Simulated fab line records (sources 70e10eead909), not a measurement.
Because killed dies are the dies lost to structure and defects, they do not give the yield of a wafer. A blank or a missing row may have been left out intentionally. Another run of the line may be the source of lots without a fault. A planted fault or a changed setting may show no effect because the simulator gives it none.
A lot that was struck, set against a sound lot ; flow nand harc ; 15 steps out of a route of 1159
Sound: these wafers, L785.2, L785.3, L785.5. Wafers struck: L788.3, L788.4, L788.6. Last of all comes the cause.
Order at every step that has rows: each side's tool, ch and its chambers, its first start. Under that, the readings that differ: sound wafers ; struck wafers ; difference of the means ; sigmas: that difference in standard deviations of wafers without a fault.
alike: a reading whose means differ by less than 2 such deviations, as well as words and numbers matching on both sides. not compared: withheld readings; readings where some wafer has no value; bounds like >300 that might hide an equal value; numbers whose values overlap and for which the record gives no deviation.
The two part at a step that has a row with sigmas, a row that says differs or no value, or rows on one side only. When numbers do not overlap yet have no deviation, they are printed without sigmas and do not part them. A reading missing from all wafers of one side parts the sides only when that side holds two or more wafers.

first, 1 step without rows for these wafers: NHARC_THIN_TSV_ETCH_44 (etches the open film in CF4/O2, target depth 1594.2 nm, time 797.1 s).
NHARC_THIN_TSV_ETCH_15: target depth 3000 nm, bosch target overetch cycles 2, bosch etch step 2.8 s.
  sound on rie si-02 ch 1,2,3, day 19 04:10; struck on rie si-02 ch 0,1,2, day 19 12:28
  alike: drypump motor current A
  not compared: rf hours counter h
NHARC_THIN_TSV_CD_MEAS_16:
  struck on cd sem-03, day 19 12:38; sound on cd sem-01, day 19 04:17
  alike: cd nm
NHARC_THIN_TSV_STRIP_45: strips in O2.
  sound on plasma asher-01 ch 0,1, day 19 04:22; struck on plasma asher-01 ch 0,1, day 19 12:47
  alike: drypump motor current A, heater power w
  not compared: rf hours counter h
then, 2 steps without rows for these wafers: NHARC_THIN_TSV_STRIP_46 (strips in post etch residue remover, time 1200 s); NHARC_THIN_TSV_DEP_47 (deposits SiO2, target thk 200 nm).
NHARC_THIN_TSV_ETCHBACK_48: etches the open film in C4F8/Ar, target depth 1028.5 nm, time 405.17 s.
  sound on rie diel-01 ch 1,2,3, day 19 05:34; struck on rie diel-11 ch 0,2, day 19 13:56
  alike: oes product au, rf vpp V
  not compared: rf hours counter h
then, 1 step without rows for these wafers: NHARC_THIN_TSV_STRIP_62 (strips in N2/H2, time 20 s).
NHARC_THIN_TSV_DEGAS_49: time 120 s.
  struck on pvd sputter-01, day 19 14:25; sound on pvd sputter-03, day 19 06:06
  alike: heater power w
then, 1 step without rows for these wafers: NHARC_THIN_TSV_PRE_CLEAN_50 (time 30 s).
NHARC_THIN_TSV_PVD_19: deposits TaN, target thk 20 nm.
  sound on pvd sputter-03; struck on pvd sputter-01
  alike: throttle valve pct
then, 1 step without rows for these wafers: NHARC_THIN_TSV_PVD_51 (deposits Cu, target thk 100 nm).
NHARC_THIN_TSV_ECD_20: material Cu, target thk 2000 nm.
  sound on ecd cu-01 ch 0, day 19 06:44; struck on ecd cu-01 ch 0,1, day 20 00:15
then, 1 step without rows for these wafers: NHARC_THIN_TSV_ANNEAL_52 (time 90 s).
NHARC_END_SORT_01:
  sound on prober-02 ch 0, day 20 04:53; struck on prober-01 ch 0, day 20 15:03
  alike: defect limited yield, killed at array, killed at other, killed at periphery, killed dies, killed open, killed short, sort_bin_2_pct, sort_bin_3_pct, sort_bin_4_pct, sort n pass, sort rim yield pct, sort yield pct

## WHERE THEY PART
Nowhere in this record.

WHY: the cause the simulator had injected
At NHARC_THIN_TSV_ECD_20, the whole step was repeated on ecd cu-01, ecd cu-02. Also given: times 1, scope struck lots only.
